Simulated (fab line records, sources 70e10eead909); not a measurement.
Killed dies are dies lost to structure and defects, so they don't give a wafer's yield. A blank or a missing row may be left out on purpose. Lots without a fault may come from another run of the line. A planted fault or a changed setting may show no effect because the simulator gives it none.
Chamber matching | flow nand_harc | NHARC_A_M0_PRE_CLEAN_31 on pecvd-03: 3 sister chambers
The step time 12 s. 14 wafers are shown with their chamber, then 7 later ones without.

WAFERS WITH THEIR CHAMBER
wafer  | chamber | heater_power_w (W)
L075.1 | 1       | 628
L075.3 | 0       | 581
L075.4 | 0       | 590
L082.2 | 0       | 625
L082.3 | 2       | 630
L082.6 | 0       | 621
L080.2 | 0       | 679
L080.4 | 1       | 721
L080.5 | 0       | 659
L086.1 | 2       | 714
L086.3 | 0       | 646
L086.4 | 2       | 717
L087.1 | 1       | 661
L087.2 | 2       | 599

SIGNATURES (means of the wafers above)
reading        | chamber 0 | chamber 1 | chamber 2 | scatter within a chamber
heater_power_w | 628.71    | 670.00    | 665.00    | 45.5
Rule: a wafer's distance from a chamber is the root of the sum, over the readings, of the square of ((its reading less the chamber's mean) divided by the reading's scatter). The wafer belongs to the nearest chamber; if the next one is less than 2 further off, it can't be placed. The scatter: the root of (the sum of the squares of (reading less its chamber's mean) over the shown wafers, divided by (wafers less chambers)).

WAFERS WITHOUT THEIR CHAMBER
wafer  | heater_power_w (W)
L087.5 | 664
L091.1 | 657
L091.5 | 694
L091.6 | 639
L093.1 | 655
L093.2 | 659
L093.5 | 672

WHICH CHAMBER EACH WENT THROUGH
wafer  | from the rows above          | in truth
L087.5 | can't be placed: 2 or 1 or 0 | 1
L091.1 | can't be placed: 2 or 1 or 0 | 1
L091.5 | can't be placed: 1 or 2 or 0 | 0
L091.6 | can't be placed: 0 or 2 or 1 | 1
L093.1 | can't be placed: 2 or 1 or 0 | 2
L093.2 | can't be placed: 2 or 1 or 0 | 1
L093.5 | can't be placed: 1 or 2 or 0 | 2
Placed correctly: 0 of 7. Can't be placed from these rows: 7 (the true chamber is among the candidates in 7). Placed wrongly: 0.
